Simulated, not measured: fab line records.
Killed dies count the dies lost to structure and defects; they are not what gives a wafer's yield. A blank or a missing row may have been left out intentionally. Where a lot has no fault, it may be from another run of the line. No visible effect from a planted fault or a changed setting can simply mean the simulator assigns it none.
Which tool was responsible? || flow n5Finfet || 9 lots, 27 wafers sampled, at 6 steps of a route of 1938

## WHAT THE GAUGES SHOWED, per wafer
N5_MOL_CONTACT_COAG_OVL_MEAS_85. Usual: VG_OVL typically reads -0.1 nm, with standard deviation 0.63.
{"lot": "L386", "measured": "day 6 09:51", "on": "overlay-02", "VG_OVL (nm)": "-0.6 0.3 -0.9", "flag": ""}
{"lot": "L396", "measured": "day 9 03:06", "on": "overlay-01", "VG_OVL (nm)": "0.2 1.0 0.5", "flag": ""}
{"lot": "L398", "measured": "day 9 15:52", "on": "overlay-01", "VG_OVL (nm)": "0.3 0.5 0.9", "flag": ""}
{"lot": "L399", "measured": "day 9 16:16", "on": "overlay-01", "VG_OVL (nm)": "-0.4 0.0 0.7", "flag": ""}
{"lot": "L400", "measured": "day 9 19:38", "on": "overlay-01", "VG_OVL (nm)": "-1.0 -0.1 -0.7", "flag": ""}
{"lot": "L401", "measured": "day 10 00:48", "on": "overlay-01", "VG_OVL (nm)": "-0.5 -0.9 -0.4", "flag": ""}
{"lot": "L402", "measured": "day 10 09:37", "on": "overlay-02", "VG_OVL (nm)": "0.2 -0.4 0.7", "flag": ""}
{"lot": "L403", "measured": "day 10 17:28", "on": "overlay-02", "VG_OVL (nm)": "-0.3 0.5 0.3", "flag": ""}
{"lot": "L404", "measured": "day 10 19:51", "on": "overlay-02", "VG_OVL (nm)": "0.7 0.2 0.0", "flag": ""}

N5_MOL_CONTACT_COAG_CD_MEAS_137 targets a cd of 16 nm. Usual: cdNm 16.0 nm, standard deviation 0.3.
{"lot": "L386", "measured": "day 6 10:44", "on": "cdSem-02", "cdNm (nm)": "15.2 15.3 16.2", "flag": ""}
{"lot": "L396", "measured": "day 9 05:00", "on": "cdSem-03", "cdNm (nm)": "15.8 15.7 15.9", "flag": ""}
{"lot": "L398", "measured": "day 9 16:52", "on": "cdSem-03", "cdNm (nm)": "17.2 16.9 16.7", "flag": "OFF"}
{"lot": "L399", "measured": "day 9 17:13", "on": "cdSem-01", "cdNm (nm)": "16.4 17.5 17.3", "flag": "OFF"}
{"lot": "L400", "measured": "day 9 20:49", "on": "cdSem-02", "cdNm (nm)": "16.3 15.7 15.5", "flag": ""}
{"lot": "L401", "measured": "day 10 01:44", "on": "cdSem-01", "cdNm (nm)": "16.2 15.9 16.6", "flag": ""}
{"lot": "L402", "measured": "day 10 10:35", "on": "cdSem-03", "cdNm (nm)": "15.9 15.6 16.1", "flag": ""}
{"lot": "L403", "measured": "day 10 18:58", "on": "cdSem-02", "cdNm (nm)": "15.9 15.5 16.1", "flag": ""}
{"lot": "L404", "measured": "day 10 20:44", "on": "cdSem-02", "cdNm (nm)": "16.0 16.4 15.5", "flag": ""}

N5_MOL_CONTACT_COAG_CD_MEAS_40 targets a cd of 25.1 nm. Usual: cdNm 25.08 nm, standard deviation 0.21.
{"lot": "L386", "measured": "day 6 11:11", "on": "cdSem-02", "cdNm (nm)": "25.01 25.53 25.05", "flag": ""}
{"lot": "L396", "measured": "day 9 05:19", "on": "cdSem-03", "cdNm (nm)": "25.15 24.87 25.25", "flag": ""}
{"lot": "L398", "measured": "day 9 17:19", "on": "cdSem-03", "cdNm (nm)": "25.22 24.95 25.06", "flag": ""}
{"lot": "L399", "measured": "day 9 17:32", "on": "cdSem-03", "cdNm (nm)": "24.77 25.30 25.53", "flag": ""}
{"lot": "L400", "measured": "day 9 21:16", "on": "cdSem-01", "cdNm (nm)": "25.07 25.15 25.07", "flag": ""}
{"lot": "L401", "measured": "day 10 02:03", "on": "cdSem-03", "cdNm (nm)": "25.13 24.99 25.08", "flag": ""}
{"lot": "L402", "measured": "day 10 11:02", "on": "cdSem-03", "cdNm (nm)": "25.07 25.05 24.80", "flag": ""}
{"lot": "L403", "measured": "day 10 19:25", "on": "cdSem-01", "cdNm (nm)": "24.75 24.96 24.78", "flag": ""}
{"lot": "L404", "measured": "day 10 21:11", "on": "cdSem-01", "cdNm (nm)": "24.78 25.00 25.18", "flag": ""}

N5_BEOL_M4_RC_MEAS_101. Usual: DIBL_N 36.4 mV/V, standard deviation 1.5; DIBL_P 36.4 mV/V, standard deviation 1.6; IOFF_N 0.164 nA/um, standard deviation 0.025; IOFF_P 0.214 nA/um, standard deviation 0.028; ION_N 675 uA/um, standard deviation 9.9; ION_P 463 uA/um, standard deviation 6.5; SS_N 71.5 mV/dec, standard deviation 0.5; SS_P 73.3 mV/dec, standard deviation 0.56; VT_N 249.2 mV, standard deviation 2.7; VT_P -250.1 mV, standard deviation 2.8.
{"lot": "L386", "measured": "day 9 03:50", "on": "prober-01", "DIBL_N (mV/V)": "36.7 38.0 37.8", "DIBL_P (mV/V)": "33.8 35.8 35.7", "IOFF_N (nA/um)": "0.152 0.176 0.173", "IOFF_P (nA/um)": "0.187 0.214 0.210", "ION_N (uA/um)": "670 691 678", "ION_P (uA/um)": "459 470 457", "SS_N (mV/dec)": "71.3 71.4 72.0", "SS_P (mV/dec)": "72.3 74.1 73.6", "VT_N (mV)": "250.7 247.4 246.8", "VT_P (mV)": "-252.1 -250.6 -251.4", "flag": ""}
{"lot": "L396", "measured": "day 12 00:56", "on": "prober-02", "DIBL_N (mV/V)": "35.4 35.3 36.4", "DIBL_P (mV/V)": "33.4 34.4 35.1", "IOFF_N (nA/um)": "0.136 0.144 0.163", "IOFF_P (nA/um)": "0.170 0.180 0.200", "ION_N (uA/um)": "675 672 685", "ION_P (uA/um)": "462 458 472", "SS_N (mV/dec)": "71.7 71.2 71.6", "SS_P (mV/dec)": "72.2 72.3 72.8", "VT_N (mV)": "252.1 252.8 251.1", "VT_P (mV)": "-252.7 -253.9 -253.5", "flag": ""}
{"lot": "L398", "measured": "day 12 08:25", "on": "prober-01", "DIBL_N (mV/V)": "37.9 36.9 38.5", "DIBL_P (mV/V)": "38.7 37.5 39.4", "IOFF_N (nA/um)": "0.222 0.207 0.247", "IOFF_P (nA/um)": "0.244 0.225 0.256", "ION_N (uA/um)": "696 697 703", "ION_P (uA/um)": "468 468 469", "SS_N (mV/dec)": "72.3 71.7 71.3", "SS_P (mV/dec)": "73.6 74.4 74.2", "VT_N (mV)": "246.7 245.8 242.5", "VT_P (mV)": "-248.5 -249.9 -246.1", "flag": ""}
{"lot": "L399", "measured": "day 12 12:46", "on": "prober-02", "DIBL_N (mV/V)": "36.6 37.7 36.6", "DIBL_P (mV/V)": "36.1 37.9 36.4", "IOFF_N (nA/um)": "0.169 0.189 0.160", "IOFF_P (nA/um)": "0.222 0.250 0.222", "ION_N (uA/um)": "680 681 669", "ION_P (uA/um)": "464 469 469", "SS_N (mV/dec)": "72.2 71.9 72.1", "SS_P (mV/dec)": "74.0 73.8 74.0", "VT_N (mV)": "246.4 244.4 248.8", "VT_P (mV)": "-247.6 -248.1 -249.1", "flag": ""}
{"lot": "L400", "measured": "day 12 10:05", "on": "prober-02", "DIBL_N (mV/V)": "35.5 33.9 33.8", "DIBL_P (mV/V)": "36.2 34.6 34.8", "IOFF_N (nA/um)": "0.152 0.122 0.130", "IOFF_P (nA/um)": "0.214 0.175 0.185", "ION_N (uA/um)": "684 674 661", "ION_P (uA/um)": "466 464 457", "SS_N (mV/dec)": "71.0 70.9 71.7", "SS_P (mV/dec)": "73.3 73.0 72.7", "VT_N (mV)": "251.5 252.6 251.3", "VT_P (mV)": "-250.4 -253.9 -253.2", "flag": ""}
{"lot": "L401", "measured": "day 13 00:23", "on": "prober-01", "DIBL_N (mV/V)": "37.0 36.1 36.7", "DIBL_P (mV/V)": "37.4 36.9 37.4", "IOFF_N (nA/um)": "0.161 0.150 0.152", "IOFF_P (nA/um)": "0.218 0.207 0.208", "ION_N (uA/um)": "674 677 669", "ION_P (uA/um)": "463 464 464", "SS_N (mV/dec)": "71.5 72.0 71.9", "SS_P (mV/dec)": "73.1 72.8 73.1", "VT_N (mV)": "247.9 247.4 248.8", "VT_P (mV)": "-252.6 -249.7 -250.3", "flag": ""}
{"lot": "L402", "measured": "day 13 03:38", "on": "prober-02", "DIBL_N (mV/V)": "35.1 34.7 35.5", "DIBL_P (mV/V)": "34.9 34.4 35.5", "IOFF_N (nA/um)": "0.159 0.146 0.157", "IOFF_P (nA/um)": "0.175 0.169 0.187", "ION_N (uA/um)": "681 674 667", "ION_P (uA/um)": "458 457 455", "SS_N (mV/dec)": "71.7 71.1 71.8", "SS_P (mV/dec)": "73.1 73.1 72.9", "VT_N (mV)": "250.2 249.3 249.2", "VT_P (mV)": "-254.8 -252.5 -254.0", "flag": ""}
{"lot": "L403", "measured": "day 13 16:01", "on": "prober-02", "DIBL_N (mV/V)": "35.5 36.0 36.3", "DIBL_P (mV/V)": "35.8 36.8 36.5", "IOFF_N (nA/um)": "0.140 0.158 0.155", "IOFF_P (nA/um)": "0.200 0.221 0.216", "ION_N (uA/um)": "660 670 665", "ION_P (uA/um)": "457 465 464", "SS_N (mV/dec)": "71.3 72.0 71.7", "SS_P (mV/dec)": "72.4 73.2 72.3", "VT_N (mV)": "250.5 249.4 251.5", "VT_P (mV)": "-249.5 -250.0 -250.7", "flag": ""}
{"lot": "L404", "measured": "day 13 15:23", "on": "prober-02", "DIBL_N (mV/V)": "37.4 36.6 37.8", "DIBL_P (mV/V)": "37.1 36.1 36.8", "IOFF_N (nA/um)": "0.184 0.164 0.174", "IOFF_P (nA/um)": "0.225 0.212 0.218", "ION_N (uA/um)": "675 674 678", "ION_P (uA/um)": "464 457 459", "SS_N (mV/dec)": "71.4 71.6 71.2", "SS_P (mV/dec)": "73.8 73.7 74.1", "VT_N (mV)": "246.9 251.0 249.6", "VT_P (mV)": "-250.5 -251.4 -249.9", "flag": ""}

## WHICH TOOL RAN EACH LOT (tool, then ch and the chambers of the sampled wafers, then the start)
{"lot": "L386", "N5_MOL_CONTACT_COAG_ETCH_91": "rieDiel-04 ch 0,2,3, day 6 10:19", "N5_MOL_CONTACT_COAG_ETCH_47": "rieDiel-04 ch 0,2,3, day 6 10:32"}
{"lot": "L396", "N5_MOL_CONTACT_COAG_ETCH_91": "rieDiel-04 ch 1,2,3, day 9 04:13", "N5_MOL_CONTACT_COAG_ETCH_47": "rieDiel-04 ch 1,2,3, day 9 04:27"}
{"lot": "L398", "N5_MOL_CONTACT_COAG_ETCH_91": "rieDiel-04 ch 0,1, day 9 16:24", "N5_MOL_CONTACT_COAG_ETCH_47": "rieDiel-04 ch 0,1, day 9 16:38"}
{"lot": "L399", "N5_MOL_CONTACT_COAG_ETCH_91": "rieDiel-04 ch 0,2,3, day 9 16:45", "N5_MOL_CONTACT_COAG_ETCH_47": "rieDiel-04 ch 0,2,3, day 9 16:59"}
{"lot": "L400", "N5_MOL_CONTACT_COAG_ETCH_91": "rieDiel-01 ch 0,1,2, day 9 20:22", "N5_MOL_CONTACT_COAG_ETCH_47": "rieDiel-01 ch 0,1,2, day 9 20:35"}
{"lot": "L401", "N5_MOL_CONTACT_COAG_ETCH_91": "rieDiel-02 ch 1,2,3, day 10 01:17", "N5_MOL_CONTACT_COAG_ETCH_47": "rieDiel-02 ch 1,2,3, day 10 01:31"}
{"lot": "L402", "N5_MOL_CONTACT_COAG_ETCH_91": "rieDiel-01 ch 0,1,2, day 10 10:08", "N5_MOL_CONTACT_COAG_ETCH_47": "rieDiel-01 ch 0,1,2, day 10 10:22"}
{"lot": "L403", "N5_MOL_CONTACT_COAG_ETCH_91": "rieDiel-01 ch 0,1,2, day 10 18:30", "N5_MOL_CONTACT_COAG_ETCH_47": "rieDiel-01 ch 0,1,2, day 10 18:44"}
{"lot": "L404", "N5_MOL_CONTACT_COAG_ETCH_91": "rieDiel-02 ch 2,3, day 10 20:17", "N5_MOL_CONTACT_COAG_ETCH_47": "rieDiel-02 ch 2,3, day 10 20:31"}
- N5_MOL_CONTACT_COAG_ETCH_91: etches SOC in N2/H2, target depth 60 nm, overetch 21 nm, time 101.2 s.
- N5_MOL_CONTACT_COAG_ETCH_47: etches SiNx in CH3F/O2, stops on W, target depth 27 nm.

## AS READ BY THE TOOLS THEMSELVES (means over the sampled wafers that have a number; for cases with no such wafer, the mark the record gives instead)
N5_MOL_CONTACT_COAG_ETCH_91. Usual: drypumpMotorCurrentA 5.5 A, standard deviation 0.44; oesProductAu 0.68 a.u., standard deviation 0.072; rfFwdPowerW 834.6 W, standard deviation 2.8; rfVppV 524.4 V, standard deviation 2.4; showerheadPlenumPTorr 2.56 Torr, standard deviation 0.082; throttleValvePct 17.92 %, standard deviation 0.26.
{"lot": "L386", "tool": "rieDiel-04", "drypumpMotorCurrentA (A)": 5.5, "oesProductAu (a.u.)": 0.76, "rfFwdPowerW (W)": 836.8, "rfVppV (V)": 526.0, "showerheadPlenumPTorr (Torr)": 2.60, "throttleValvePct (%)": 17.97, "flag": ""}
{"lot": "L396", "tool": "rieDiel-04", "drypumpMotorCurrentA (A)": 5.3, "oesProductAu (a.u.)": 0.66, "rfFwdPowerW (W)": 835.2, "rfVppV (V)": 525.2, "showerheadPlenumPTorr (Torr)": 2.55, "throttleValvePct (%)": 18.01, "flag": ""}
{"lot": "L398", "tool": "rieDiel-04", "drypumpMotorCurrentA (A)": 5.0, "oesProductAu (a.u.)": 0.63, "rfFwdPowerW (W)": 836.4, "rfVppV (V)": 523.0, "showerheadPlenumPTorr (Torr)": 2.52, "throttleValvePct (%)": 17.94, "flag": ""}
{"lot": "L399", "tool": "rieDiel-04", "drypumpMotorCurrentA (A)": 5.5, "oesProductAu (a.u.)": 0.72, "rfFwdPowerW (W)": 835.0, "rfVppV (V)": 524.1, "showerheadPlenumPTorr (Torr)": 2.59, "throttleValvePct (%)": 18.02, "flag": ""}
{"lot": "L400", "tool": "rieDiel-01", "drypumpMotorCurrentA (A)": 5.9, "oesProductAu (a.u.)": 0.72, "rfFwdPowerW (W)": 837.3, "rfVppV (V)": 524.0, "showerheadPlenumPTorr (Torr)": 2.58, "throttleValvePct (%)": 17.64, "flag": ""}
{"lot": "L401", "tool": "rieDiel-02", "drypumpMotorCurrentA (A)": 5.1, "oesProductAu (a.u.)": 0.65, "rfFwdPowerW (W)": 833.7, "rfVppV (V)": 522.0, "showerheadPlenumPTorr (Torr)": 2.48, "throttleValvePct (%)": 17.85, "flag": ""}
{"lot": "L402", "tool": "rieDiel-01", "drypumpMotorCurrentA (A)": 5.8, "oesProductAu (a.u.)": 0.72, "rfFwdPowerW (W)": 832.8, "rfVppV (V)": 524.7, "showerheadPlenumPTorr (Torr)": 2.58, "throttleValvePct (%)": 17.65, "flag": ""}
{"lot": "L403", "tool": "rieDiel-01", "drypumpMotorCurrentA (A)": 5.9, "oesProductAu (a.u.)": 0.71, "rfFwdPowerW (W)": 838.3, "rfVppV (V)": 525.9, "showerheadPlenumPTorr (Torr)": 2.57, "throttleValvePct (%)": 17.66, "flag": ""}
{"lot": "L404", "tool": "rieDiel-02", "drypumpMotorCurrentA (A)": 5.0, "oesProductAu (a.u.)": 0.60, "rfFwdPowerW (W)": 834.6, "rfVppV (V)": 521.2, "showerheadPlenumPTorr (Torr)": 2.46, "throttleValvePct (%)": 18.10, "flag": ""}

N5_MOL_CONTACT_COAG_ETCH_47. Usual: drypumpMotorCurrentA 5.5 A, standard deviation 0.44; etchRfOnTimeS 31.0 s, standard deviation 0.48; mfcArSccm 150.0 sccm, standard deviation 0.48; oesProductAu 0.73 a.u., standard deviation 0.081; rfFwdPowerW 385.6 W, standard deviation 1.2; rfVppV 298 V, standard deviation 3.8; showerheadPlenumPTorr 2.01 Torr, standard deviation 0.061; throttleValvePct 16.45 %, standard deviation 0.24.
{"lot": "L386", "tool": "rieDiel-04", "drypumpMotorCurrentA (A)": 5.5, "etchRfOnTimeS (s)": 30.5, "mfcArSccm (sccm)": 149.9, "oesProductAu (a.u.)": 0.83, "rfFwdPowerW (W)": 386.2, "rfVppV (V)": 297, "showerheadPlenumPTorr (Torr)": 2.04, "throttleValvePct (%)": 16.40, "flag": ""}
{"lot": "L396", "tool": "rieDiel-04", "drypumpMotorCurrentA (A)": 5.3, "etchRfOnTimeS (s)": 30.9, "mfcArSccm (sccm)": 149.8, "oesProductAu (a.u.)": 0.72, "rfFwdPowerW (W)": 385.4, "rfVppV (V)": 296, "showerheadPlenumPTorr (Torr)": 2.01, "throttleValvePct (%)": 16.52, "flag": ""}
{"lot": "L398", "tool": "rieDiel-04", "drypumpMotorCurrentA (A)": 5.0, "etchRfOnTimeS (s)": 31.1, "mfcArSccm (sccm)": 150.1, "oesProductAu (a.u.)": 0.67, "rfFwdPowerW (W)": 386.2, "rfVppV (V)": 299, "showerheadPlenumPTorr (Torr)": 1.99, "throttleValvePct (%)": 16.57, "flag": ""}
{"lot": "L399", "tool": "rieDiel-04", "drypumpMotorCurrentA (A)": 5.5, "etchRfOnTimeS (s)": 30.4, "mfcArSccm (sccm)": 149.9, "oesProductAu (a.u.)": 0.77, "rfFwdPowerW (W)": 384.9, "rfVppV (V)": 298, "showerheadPlenumPTorr (Torr)": 2.03, "throttleValvePct (%)": 16.45, "flag": ""}
{"lot": "L400", "tool": "rieDiel-01", "drypumpMotorCurrentA (A)": 5.9, "etchRfOnTimeS (s)": 31.0, "mfcArSccm (sccm)": 150.5, "oesProductAu (a.u.)": 0.77, "rfFwdPowerW (W)": 385.8, "rfVppV (V)": 299, "showerheadPlenumPTorr (Torr)": 2.03, "throttleValvePct (%)": 16.22, "flag": ""}
{"lot": "L401", "tool": "rieDiel-02", "drypumpMotorCurrentA (A)": 5.1, "etchRfOnTimeS (s)": 31.0, "mfcArSccm (sccm)": 149.7, "oesProductAu (a.u.)": 0.70, "rfFwdPowerW (W)": 386.2, "rfVppV (V)": 299, "showerheadPlenumPTorr (Torr)": 1.95, "throttleValvePct (%)": 16.42, "flag": ""}
{"lot": "L402", "tool": "rieDiel-01", "drypumpMotorCurrentA (A)": 5.9, "etchRfOnTimeS (s)": 31.0, "mfcArSccm (sccm)": 149.7, "oesProductAu (a.u.)": 0.77, "rfFwdPowerW (W)": 385.8, "rfVppV (V)": 299, "showerheadPlenumPTorr (Torr)": 2.03, "throttleValvePct (%)": 16.22, "flag": ""}
{"lot": "L403", "tool": "rieDiel-01", "drypumpMotorCurrentA (A)": 5.9, "etchRfOnTimeS (s)": 30.8, "mfcArSccm (sccm)": 150.6, "oesProductAu (a.u.)": 0.77, "rfFwdPowerW (W)": 385.6, "rfVppV (V)": 299, "showerheadPlenumPTorr (Torr)": 2.03, "throttleValvePct (%)": 16.22, "flag": ""}
{"lot": "L404", "tool": "rieDiel-02", "drypumpMotorCurrentA (A)": 5.0, "etchRfOnTimeS (s)": 31.1, "mfcArSccm (sccm)": 150.2, "oesProductAu (a.u.)": 0.64, "rfFwdPowerW (W)": 385.7, "rfVppV (V)": 295, "showerheadPlenumPTorr (Torr)": 1.94, "throttleValvePct (%)": 16.65, "flag": ""}

## THE ANSWER, worked out from the rows above alone
Rule: a lot counts as off when the mean over its wafers that have a number is more than 3 standard deviations away from the usual mean. Also off: a lot with no number at a reading for which 4 or more lots have one. The other lots that the step has rows for count as sound. The gauges are gone through in route order, then the tools' own readings, and for those a lot's mean is taken as printed above. At the first step where some lot is off, the reading lying furthest off is the one used; lots without a number count as furthest.
Off: L398, L399 (N5_MOL_CONTACT_COAG_CD_MEAS_137, cdNm).
A tool fits if, at a process step before that reading, it ran every lot that is off, and no sound lot after the first of them. The gauges at N5_MOL_CONTACT_COAG_CD_MEAS_137 are tried like those tools. One fits: rieDiel-04 at N5_MOL_CONTACT_COAG_ETCH_91 and N5_MOL_CONTACT_COAG_ETCH_47. At N5_MOL_CONTACT_COAG_ETCH_91 its last sound lot is L396 (day 9 04:13), its first lot that is off L398 (day 9 16:24): a fault that began between those two fits.

## WHAT THE SIMULATOR HAD INSERTED
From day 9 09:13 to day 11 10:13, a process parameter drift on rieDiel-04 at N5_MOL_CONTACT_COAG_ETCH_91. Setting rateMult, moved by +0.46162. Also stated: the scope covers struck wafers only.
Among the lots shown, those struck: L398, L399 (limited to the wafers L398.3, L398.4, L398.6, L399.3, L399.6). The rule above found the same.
